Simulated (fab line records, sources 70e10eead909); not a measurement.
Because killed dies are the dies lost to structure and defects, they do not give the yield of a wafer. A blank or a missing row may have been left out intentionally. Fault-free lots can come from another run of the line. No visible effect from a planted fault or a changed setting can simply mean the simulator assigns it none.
Which tool did it? + flow nand harc + 11 lots with 33 wafers sampled at 3 steps, on a route of 1302 steps

## WHAT THE GAUGES SHOWED, per wafer
NHARC_P_ZERO_WELL_CD_MEAS_52 targets a cd of 2000 nm. Usual: 1999.7 nm for cd nm, sd 2.3.
| lot  | measured     | on        | cd nm (nm)           | flag |
|------|--------------|-----------|----------------------|------|
| L490 | day 2 11:53  | cd sem-03 | 2001.4 2000.4 2003.0 |      |
| L491 | day 2 21:41  | cd sem-01 | 1998.6 2001.5 2002.8 |      |
| L493 | day 3 17:58  | cd sem-02 | 2001.9 2001.3 2001.4 |      |
| L495 | day 4 13:36  | cd sem-02 | 1937.3 1937.3 1937.8 | OFF  |
| L496 | day 4 23:58  | cd sem-02 | 2000.9 2000.3 2000.1 |      |
| L503 | day 7 21:59  | cd sem-01 | 1998.5 2003.2 2002.5 |      |
| L504 | day 8 07:55  | cd sem-02 | 1999.1 2000.5 2001.0 |      |
| L505 | day 8 17:47  | cd sem-02 | 1998.7 2000.9 1999.7 |      |
| L506 | day 9 03:33  | cd sem-02 | 1995.8 2002.7 1999.7 |      |
| L509 | day 10 13:48 | cd sem-03 | 2000.2 2000.6 2001.9 |      |
| L511 | day 11 05:38 | cd sem-02 | 1999.3 1998.2 2000.0 |      |

## EACH LOT AND THE TOOL THAT RAN IT (in order: tool; ch and the chambers of the sampled wafers; start)
| lot  | NHARC_P_ZERO_WELL_ETCH_65          | NHARC_P_ZERO_WELL_EXPOSE_49       |
|------|------------------------------------|-----------------------------------|
| L490 | rie diel-09 ch 0,1,3, day 2 07:34  | krf scanner-04 ch 0, day 2 11:44  |
| L491 | rie diel-09 ch 0,3, day 2 17:29    | krf scanner-04 ch 0, day 2 21:32  |
| L493 | rie diel-12 ch 0,1, day 3 13:40    | krf scanner-01 ch 0, day 3 17:48  |
| L495 | rie diel-09 ch 0,1,3, day 4 09:21  | krf scanner-01 ch 0, day 4 13:27  |
| L496 | rie diel-09 ch 0,1,2, day 4 19:33  | krf scanner-04 ch 0, day 4 23:49  |
| L503 | rie diel-09 ch 0,1,2, day 7 17:37  | krf scanner-04 ch 0, day 7 21:50  |
| L504 | rie diel-09 ch 0,1,2, day 8 03:29  | krf scanner-01 ch 0, day 8 07:46  |
| L505 | rie diel-02 ch 1,2,3, day 8 13:35  | krf scanner-01 ch 0, day 8 17:38  |
| L506 | rie diel-02 ch 0,1,2, day 8 23:23  | krf scanner-04 ch 0, day 9 03:23  |
| L509 | rie diel-12 ch 1,2,3, day 10 05:30 | krf scanner-01 ch 0, day 10 13:39 |
| L511 | rie diel-09 ch 0,2,3, day 11 01:22 | krf scanner-01 ch 0, day 11 05:28 |
- NHARC_P_ZERO_WELL_ETCH_65: etches the open film in N2/H2, target depth 80 nm, overetch 24 nm, time 87.88 s.
- NHARC_P_ZERO_WELL_EXPOSE_49: exposes mask P HVPW, target cd 2000 nm.

## AS READ BY THE TOOLS THEMSELVES (means over the sampled wafers that have a number; for cases with no such wafer, the mark the record gives instead)
NHARC_P_ZERO_WELL_ETCH_65. Usual: drypump motor current A 5.8 A, standard deviation 0.54; h2 flow sccm 150.0 sccm, standard deviation 0.48; oes product au 1.001 a.u., standard deviation 0.013; rf vpp V 430.8 V, standard deviation 2.5; showerhead plenum p Torr 2.05 Torr, standard deviation 0.08; throttle valve pct 14.171 %, standard deviation 0.0092.
| lot  | tool        | drypump motor current A (A) | h2 flow sccm (sccm) | oes product au (a.u.) | rf vpp V (V) | showerhead plenum p Torr (Torr) | throttle valve pct (%) | flag |
|------|-------------|-----------------------------|---------------------|-----------------------|--------------|---------------------------------|------------------------|------|
| L490 | rie diel-09 | 5.8                         | 150.4               | 0.983                 | 433.3        | 2.14                            | 14.165                 |      |
| L491 | rie diel-09 | 5.8                         | 150.0               | 0.992                 | 433.3        | 2.11                            | 14.173                 |      |
| L493 | rie diel-12 | 6.6                         | 150.4               | 1.013                 | 428.6        | 1.97                            | 14.180                 |      |
| L495 | rie diel-09 | 5.8                         | 150.2               | 0.985                 | 434.1        | 2.14                            | 14.172                 |      |
| L496 | rie diel-09 | 5.4                         | 149.9               | 0.992                 | 433.5        | 2.11                            | 14.178                 |      |
| L503 | rie diel-09 | 5.5                         | 150.3               | 1.008                 | 431.6        | 2.11                            | 14.168                 |      |
| L504 | rie diel-09 | 5.5                         | 149.8               | 1.005                 | 432.1        | 2.11                            | 14.171                 |      |
| L505 | rie diel-02 | 5.6                         | 150.3               | 1.002                 | 427.6        | 1.97                            | 14.168                 |      |
| L506 | rie diel-02 | 5.5                         | 150.0               | 1.003                 | 428.5        | 1.96                            | 14.173                 |      |
| L509 | rie diel-12 | 5.8                         | 149.8               | 0.997                 | 430.1        | 2.02                            | 14.166                 |      |
| L511 | rie diel-09 | 5.8                         | 150.3               | 1.009                 | 431.7        | 2.10                            | 14.170                 |      |

## THE ANSWER, worked out from the rows above alone
Rule: lot off if the mean of its wafers having a number is beyond 3 standard deviations from the usual mean. Also off: a lot with no number at a reading for which 4 or more lots have one. Where the step has rows for the other lots, those lots are counted as sound. First the gauges in route order, then the tools' own readings, where a lot's mean is used as printed above. The first step at which some lot is off is used, and at that step the reading that is off furthest; a lot without a number counts as furthest.
Off: L495, at NHARC_P_ZERO_WELL_CD_MEAS_52 (cd nm).
A tool fits if, at a process step before that reading, it ran every lot that is off, and no sound lot after the first of them. The gauges at NHARC_P_ZERO_WELL_CD_MEAS_52 are tried like those tools. No candidate that was tried fits.

## WHAT WAS PUT IN BY THE SIMULATOR
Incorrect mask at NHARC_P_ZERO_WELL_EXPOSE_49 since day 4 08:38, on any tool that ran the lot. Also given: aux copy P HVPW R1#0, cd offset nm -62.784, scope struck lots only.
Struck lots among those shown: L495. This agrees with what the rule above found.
